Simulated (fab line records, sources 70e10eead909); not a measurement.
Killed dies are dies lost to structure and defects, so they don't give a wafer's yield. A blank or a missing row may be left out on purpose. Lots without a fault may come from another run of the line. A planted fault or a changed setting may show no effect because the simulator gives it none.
Chamber matching | flow nand_harc | NHARC_A_CHANNEL_FILL_D1_STRIP_28 on rie_diel-05: 4 sister chambers
The step strips in O2, time 20 s. 18 wafers are shown with their chamber, then 9 later ones without.

WAFERS WITH THEIR CHAMBER
wafer  | chamber | showerhead_plenum_p_Torr (Torr) | drypump_motor_current_A (A) | o2_flow_sccm (sccm)
L074.2 | 0       | 3.67                            | 5.7                         | 502.8
L074.3 | 1       | 3.54                            | 5.4                         | 501.5
L074.6 | 0       | 3.67                            | 5.7                         | 499.5
L075.2 | 2       | 3.69                            | 5.6                         | 496.9
L075.4 | 2       | 3.69                            | 5.6                         | 498.3
L075.5 | 1       | 3.54                            | 5.4                         | 502.3
L077.3 | 2       | 3.69                            | 5.6                         | 497.5
L077.4 | 0       | 3.67                            | 5.7                         | 502.1
L077.5 | 2       | 3.69                            | 5.5                         | 499.3
L085.3 | 2       | 3.68                            | 5.6                         | 500.2
L085.4 | 0       | 3.67                            | 5.7                         | 501.3
L085.5 | 1       | 3.53                            | 5.4                         | 501.9
L086.2 | 3       | 3.57                            | 5.4                         | 498.9
L086.5 | 1       | 3.53                            | 5.4                         | 502.7
L086.6 | 2       | 3.68                            | 5.5                         | 500.0
L087.2 | 2       | 3.68                            | 5.6                         | 500.4
L087.3 | 3       | 3.57                            | 5.4                         | 500.4
L087.4 | 1       | 3.53                            | 5.4                         | 500.8

SIGNATURES (means of the wafers above)
reading                  | chamber 0 | chamber 1 | chamber 2 | chamber 3 | scatter within a chamber
showerhead_plenum_p_Torr | 3.6700    | 3.5340    | 3.6857    | 3.5700    | 0.00456
drypump_motor_current_A  | 5.700     | 5.400     | 5.571     | 5.400     | 0.0319
o2_flow_sccm             | 501.425   | 501.840   | 498.943   | 499.650   | 1.22
Rule: a wafer's distance from a chamber is the root of the sum, over the readings, of the square of ((its reading less the chamber's mean) divided by the reading's scatter). The wafer belongs to the nearest chamber; if the next one is less than 2 further off, it can't be placed. The scatter: the root of (the sum of the squares of (reading less its chamber's mean) over the shown wafers, divided by (wafers less chambers)).

WAFERS WITHOUT THEIR CHAMBER
wafer  | showerhead_plenum_p_Torr (Torr) | drypump_motor_current_A (A) | o2_flow_sccm (sccm)
L089.3 | 3.57                            | 5.4                         | 499.6
L089.5 | 3.53                            | 5.4                         | 501.0
L089.6 | 3.66                            | 5.7                         | 500.9
L094.2 | 3.57                            | 5.4                         | 501.7
L094.4 | 3.66                            | 5.6                         | 504.2
L094.5 | 3.53                            | 5.5                         | 500.3
L097.1 | 3.53                            | 5.4                         | 498.4
L097.2 | 3.66                            | 5.6                         | 499.3
L097.5 | 3.57                            | 5.4                         | 501.7

WHICH CHAMBER EACH WENT THROUGH
wafer  | from the rows above     | in truth
L089.3 | 3                       | 3
L089.5 | 1                       | 1
L089.6 | 0                       | 0
L094.2 | 3                       | 3
L094.4 | 0                       | 0
L094.5 | 1                       | 1
L097.1 | 1                       | 1
L097.2 | can't be placed: 0 or 2 | 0
L097.5 | 3                       | 3
Placed correctly: 8 of 9. Can't be placed from these rows: 1 (the true chamber is among the candidates in 1). Placed wrongly: 0.
